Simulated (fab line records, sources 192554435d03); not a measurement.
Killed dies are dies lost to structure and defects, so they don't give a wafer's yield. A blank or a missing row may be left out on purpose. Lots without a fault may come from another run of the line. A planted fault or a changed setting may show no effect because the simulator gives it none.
Which tool did it? | flow n5_finfet | 11 lots, 33 wafers sampled, at 1 step of a route of 1938

WHAT THE GAUGES READ, wafer by wafer
N5_BEOL_M14_OCD_MEAS_35.
lot  | measured     | on     | trench_depth_nm (nm)
L324 | day 11 18:56 | ocd-02 | 549 538 551
L327 | day 12 06:16 | ocd-01 | 571 553 539
L330 | day 13 03:59 | ocd-02 | 559 557 558
L332 | day 13 20:20 | ocd-01 | 557 551 559
L337 | day 14 19:43 | ocd-01 | 544 572 545
L336 | day 15 00:44 | ocd-01 | 556 544 537
L339 | day 15 03:37 | ocd-02 | 570 545 537
L341 | day 15 12:09 | ocd-02 | 574 560 563
L344 | day 15 19:56 | ocd-02 | 570 556 550
L342 | day 15 23:43 | ocd-01 | 558 558 559
L343 | day 16 07:08 | ocd-02 | 543 561 551

WHICH TOOL RAN EACH LOT (tool, then ch and the chambers of the sampled wafers, then the start)
The record holds no process step before these readings.

THE ANSWER, worked out from the rows above alone
Rule: what is usual is taken from the lots themselves. Put in order of their means at a reading, lots are off if they are a third of the lots or fewer, leave a main group of 4 or more, and stand apart from it by a gap of 3 or more times the standard deviation of the main group's means; of several such gaps the widest counts. A main group whose means are all the same, to the digits that the tables above print for the reading, isn't used. A lot without any number at a reading at which 4 lots or more have one is off too. The other lots that the step has rows for count as sound.
No lot is off at any reading shown: from this, nothing can be told.

WHAT THE SIMULATOR HAD PUT IN
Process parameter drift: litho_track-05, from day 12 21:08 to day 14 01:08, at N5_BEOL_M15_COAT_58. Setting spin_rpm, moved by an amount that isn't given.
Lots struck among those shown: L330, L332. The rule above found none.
